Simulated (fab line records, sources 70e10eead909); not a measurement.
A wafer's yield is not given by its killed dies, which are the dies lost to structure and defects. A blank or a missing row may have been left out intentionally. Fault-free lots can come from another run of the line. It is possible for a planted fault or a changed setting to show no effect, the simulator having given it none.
Comparing a struck lot with a sound one -- flow nand harc -- 14 out of 1159 route steps
Sound: the wafers L404.2, L404.4, L404.5. Wafers struck: L396.1, L396.3, L396.4. The cause comes at the end.
At each step with rows: each side's tool, then ch and its chambers, then its first start. Under that, the readings that differ: sound wafers -- struck wafers -- difference of the means -- sigmas: that difference in standard deviations of wafers without a fault.
alike: same words and numbers on both sides, and readings whose means sit less than 2 such deviations apart. not compared: any withheld reading, any reading some wafer has no value for, any bound like >300 that may hide the same value, and any number with overlapping values for which the record gives no deviation.
A row with sigmas, a row that says differs or no value, or rows on one side alone: a step with any of these is where the two part. Non-overlapping numbers with no deviation appear without sigmas and do not part them. A reading that every wafer of one side lacks parts them only if that side has two wafers or more.

NHARC_A_WL_FILL_STRIP_27: strips in N2/H2, time 20 s.
  sound on plasma asher-02 ch 0,1, day 19 08:20; struck on plasma asher-02 ch 0,1, day 17 20:29
  alike: drypump motor current A, heater power w
  not compared: rf hours counter h
then, 5 steps without rows for these wafers: NHARC_A_WL_FILL_STRIP_28 (strips in post etch residue remover, time 1200 s); NHARC_A_WL_FILL_PRECLEAN_06 (cleans in DIW, time 300 s); NHARC_A_WL_FILL_SRD_07; NHARC_A_WL_FILL_ANNEAL_08 (time 1800 s); NHARC_A_WL_FILL_ALD_10 (deposits SiO2, target thk 50 nm, pulse time 10 s, ald cycles 500).
NHARC_A_WL_FILL_ETCHBACK_16: etches the open film in C4F8/O2/Ar, target depth 88 nm, time 17.6 s.
  sound: rie diel-08 ch 1,2; struck: rie diel-08 ch 0,1,2
  alike: oes product au, rf vpp V
  not compared: rf hours counter h
NHARC_A_WL_FILL_STRIP_29: strips in O2, time 20 s.
  sound on rie diel-08 ch 0,1, day 19 18:22; struck on rie diel-08 ch 0,2,3, day 18 03:56
  alike: drypump motor current A, oes product au, rf vpp V, showerhead plenum p Torr, throttle valve pct
  not compared: rf hours counter h
NHARC_A_WL_FILL_ETCHBACK_17: etches the open film in Cl2/BCl3, target depth 4 nm, time 26.7 s.
  sound on rie metal-02 ch 0,1, day 19 18:28; struck on rie metal-02 ch 0,1, day 18 04:03
  alike: drypump motor current A, oes product au
  not compared: rf hours counter h
then, 2 steps without rows for these wafers: NHARC_A_WL_FILL_PRECLEAN_18 (cleans in dHF, time 30 s); NHARC_A_WL_FILL_SRD_21.
NHARC_A_WL_FILL_CVD_23: deposits poly-Si, target thk 40 nm, time 800 s.
  sound on lpcvd poly-03 ch 0, day 19 20:55; struck on lpcvd poly-04 ch 0, day 18 06:47
reading,sound,struck,difference,sigmas
run length s (s),801.44 801.44 801.44,1048.1 1048.1 1048.1,+246.7,+99 or more
NHARC_A_WL_FILL_ETCHBACK_26: etches the open film in HBr, target depth 52 nm, time 13.3 s.
  sound on rie si-03 ch 0,3, day 19 23:32; struck on rie si-02 ch 0,2,3, day 18 09:22
  alike: drypump motor current A, oes product au, throttle valve pct
  not compared: rf hours counter h
NHARC_END_SORT_01:
  the record has rows for the sound wafers here (prober-02 ch 0, day 23 15:26) and none for the struck ones

WHERE THEY PART
First at NHARC_A_WL_FILL_CVD_23; last, within this record, at NHARC_END_SORT_01.

WHY: whatever the simulator had introduced
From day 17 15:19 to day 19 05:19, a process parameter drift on lpcvd poly-04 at NHARC_A_WL_FILL_CVD_23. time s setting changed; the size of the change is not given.
